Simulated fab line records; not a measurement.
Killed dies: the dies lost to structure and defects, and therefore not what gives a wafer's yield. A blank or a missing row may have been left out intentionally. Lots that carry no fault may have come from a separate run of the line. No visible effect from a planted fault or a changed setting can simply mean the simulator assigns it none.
Comparing a struck lot with a sound one + flow n5Finfet + 33 steps out of a route of 1938
Sound: the wafers L139.2, L139.3, L139.4. The struck wafers were L129.3, L129.4, L129.5. At the end, the cause is stated.
Per side, at each step with rows, come the tool, then ch with its chambers, and then its first start. Under that, the readings that differ: sound wafers + struck wafers + difference of the means + sigmas: that difference in standard deviations of wafers without a fault.
alike: words and numbers the same on both sides, and readings whose means are apart by under 2 such deviations; not compared: readings that were withheld, readings missing a value for some wafer, numbers with overlapping values and no deviation given by the record, and bounds like >300 which may hide the same value.
Wherever a step has rows on one side only, a row that says differs or no value, or a row with sigmas, the two part there. Numbers that have no deviation but don't overlap get no sigmas and don't part them. A reading that every wafer of one side lacks parts them only if that side has two wafers or more.

first, 10 steps without rows for these wafers: N5_BEOL_M4_ETCH_41 (etches SiCN in CH3F/O2, target depth 29.9 nm, time 52.5 s); N5_BEOL_M4_STRIP_97 (strips in N2/H2, time 10 s); N5_BEOL_M4_HM_STRIP_39 (strips TiN in peroxide tin strip, target depth 25 nm, time 158 s); N5_BEOL_M4_SRD_40 (time 30 s); N5_BEOL_M4_PRECLEAN_42 (cleans in residue remover, time 60 s); N5_BEOL_M4_SRD_43 (time 30 s); N5_BEOL_M4_DEGAS_44 (time 60 s); N5_BEOL_M4_PRE_CLEAN_45 (time 30 s); N5_BEOL_M4_ALD_84 (deposits TaN, pulse time 2 s, purge time 3 s, co reactant purge time 2 s); N5_BEOL_M4_SURFACE_TREAT_85.
N5_BEOL_M4_CVD_47: deposits Co from CCTBA/H2, target thk 3 nm, time 223.8 s.
  sound on cvdCo-02 ch 0,1,2, day 15 01:38; struck on cvdCo-01 ch 0,2, day 12 16:27
  no value came back on the struck wafers for chamberPressureTorr (Torr), runLengthS (s); on the sound wafers chamberPressureTorr (Torr) reads 30.01 30.07 30.06
then, 19 steps without rows for these wafers: N5_BEOL_M4_SPUTTER_48 (material Cu, target thk 4.5 nm, time 8.29 s); N5_BEOL_M4_ANNEAL_49 (time 240 s); N5_BEOL_M4_SPUTTER_79 (material Cu, target thk 4.5 nm, time 8.29 s); N5_BEOL_M4_ANNEAL_80 (time 240 s); N5_BEOL_M4_SPUTTER_81 (material Cu, target thk 4.5 nm, time 8.29 s); N5_BEOL_M4_ANNEAL_82 (time 240 s); N5_BEOL_M4_SPUTTER_86 (material Cu, target thk 4.5 nm, time 8.29 s); N5_BEOL_M4_ANNEAL_87 (time 240 s); N5_BEOL_M4_SPUTTER_88 (material Cu, target thk 4.5 nm, time 8.29 s); N5_BEOL_M4_ANNEAL_89 (time 240 s); N5_BEOL_M4_SPUTTER_90 (material Cu, target thk 4.5 nm, time 8.29 s); N5_BEOL_M4_ANNEAL_91 (time 240 s); N5_BEOL_M4_SPUTTER_92 (material Cu, target thk 4.5 nm, time 8.29 s); N5_BEOL_M4_ANNEAL_93 (time 240 s); N5_BEOL_M4_SPUTTER_94 (material Cu, target thk 4.5 nm, time 8.29 s); N5_BEOL_M4_ANNEAL_95 (time 240 s); N5_BEOL_M4_SPUTTER_96 (material Cu, target thk 4.5 nm, time 8.29 s); N5_BEOL_M4_ECD_50 (material Cu, target thk 300 nm); N5_BEOL_M4_ANNEAL_51 (time 90 s).
N5_BEOL_M4_CMP_52: polishes, stops on SiOC, t overpolish 6.8 s, target thk 40 nm.
  sound on cmp-03 ch 0,1,2, day 15 04:14; struck on cmp-03 ch 0,3, day 12 18:55
| reading                               | sound          | struck         | difference | sigmas |
|---------------------------------------|----------------|----------------|------------|--------|
| barrierFieldEndpointS (s)             | 24.8 24.8 25.1 | 20.7 21.7 21.6 | -3.6       | -5     |
| model.Cu_of_BEOL_M4_ECD_50.thkNm (nm) | 40.4 39.2 40.4 | 43.4 44.4 44.2 | +4.0       |        |
  alike: motorCurrentA
N5_BEOL_M4_RC_MEAS_101:
  the record has rows for the sound wafers here (prober-01 ch 0, day 15 05:01) and none for the struck ones
-- record jumps: 4 days separate the struck wafers' starts on either side; left off in module BEOL_M4, taken up again in module PASSIVATION, whose first shown step is the route's number 1936 --
N5_PASSIVATION_PROBE_49:
  rows exist in the record for the struck wafers here (prober-01, day 17 04:14), but not for the sound ones

== WHERE THEY PART ==
Earliest at N5_BEOL_M4_CVD_47; latest, in this record, at N5_PASSIVATION_PROBE_49.

WHY: what had been put in by the simulator
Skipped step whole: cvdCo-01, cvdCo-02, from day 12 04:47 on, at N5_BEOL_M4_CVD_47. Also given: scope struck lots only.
